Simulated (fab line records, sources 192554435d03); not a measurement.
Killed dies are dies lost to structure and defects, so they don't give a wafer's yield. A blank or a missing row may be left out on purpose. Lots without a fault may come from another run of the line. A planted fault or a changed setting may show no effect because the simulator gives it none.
Chamber matching | flow n5_finfet | N5_SD_EPI_N_ETCH_35 on rie_diel-02: 4 sister chambers
The step etches SOC in N2/H2, overetch 108 nm, time 486 s. 20 wafers are shown with their chamber, then 10 later ones without.

WAFERS WITH THEIR CHAMBER
wafer  | chamber | drypump_motor_current_A (A) | throttle_valve_pct (%) | oes_product_au (a.u.)
L077.1 | 3       | 5.8                         | 23.99                  | 0.64
L077.2 | 1       | 5.7                         | 23.86                  | 0.68
L077.5 | 1       | 5.7                         | 23.88                  | 0.68
L080.1 | 0       | 6.3                         | 23.65                  | 0.80
L080.2 | 2       | 4.9                         | 24.13                  | 0.69
L080.5 | 1       | 5.6                         | 23.87                  | 0.68
L082.3 | 0       | 6.2                         | 23.65                  | 0.80
L082.5 | 3       | 5.8                         | 24.00                  | 0.64
L082.6 | 0       | 6.2                         | 23.67                  | 0.80
L084.3 | 1       | 5.7                         | 23.88                  | 0.68
L084.5 | 1       | 5.7                         | 23.88                  | 0.67
L084.6 | 2       | 4.9                         | 24.14                  | 0.68
L085.3 | 1       | 5.7                         | 23.88                  | 0.67
L085.4 | 2       | 4.9                         | 24.15                  | 0.68
L085.6 | 1       | 5.7                         | 23.88                  | 0.67
L086.2 | 3       | 5.8                         | 24.01                  | 0.64
L086.3 | 0       | 6.2                         | 23.67                  | 0.79
L086.6 | 3       | 5.8                         | 24.01                  | 0.64
L087.3 | 1       | 5.7                         | 23.87                  | 0.66
L087.4 | 0       | 6.2                         | 23.67                  | 0.78

SIGNATURES (means of the wafers above)
reading                 | chamber 0 | chamber 1 | chamber 2 | chamber 3 | scatter within a chamber
drypump_motor_current_A | 6.220     | 5.688     | 4.900     | 5.800     | 0.0324
throttle_valve_pct      | 23.6620   | 23.8750   | 24.1400   | 24.0025   | 0.0092
oes_product_au          | 0.7940    | 0.6738    | 0.6833    | 0.6400    | 0.00696
Rule: a wafer's distance from a chamber is the root of the sum, over the readings, of the square of ((its reading less the chamber's mean) divided by the reading's scatter). The wafer belongs to the nearest chamber; if the next one is less than 2 further off, it can't be placed. The scatter: the root of (the sum of the squares of (reading less its chamber's mean) over the shown wafers, divided by (wafers less chambers)).

WAFERS WITHOUT THEIR CHAMBER
wafer  | drypump_motor_current_A (A) | throttle_valve_pct (%) | oes_product_au (a.u.)
L087.6 | 5.8                         | 24.00                  | 0.64
L089.2 | 5.8                         | 23.99                  | 0.63
L089.4 | 4.9                         | 24.15                  | 0.67
L089.5 | 5.7                         | 23.89                  | 0.67
L091.1 | 4.9                         | 24.15                  | 0.67
L091.3 | 5.8                         | 24.01                  | 0.63
L091.4 | 6.2                         | 23.67                  | 0.78
L094.1 | 6.2                         | 23.69                  | 0.76
L094.2 | 5.8                         | 24.03                  | 0.63
L094.6 | 5.8                         | 24.03                  | 0.63

WHICH CHAMBER EACH WENT THROUGH
wafer  | from the rows above | in truth
L087.6 | 3                   | 3
L089.2 | 3                   | 3
L089.4 | 2                   | 2
L089.5 | 1                   | 1
L091.1 | 2                   | 2
L091.3 | 3                   | 3
L091.4 | 0                   | 0
L094.1 | 0                   | 0
L094.2 | 3                   | 3
L094.6 | 3                   | 3
Placed correctly: 10 of 10. Can't be placed from these rows: 0. Placed wrongly: 0.
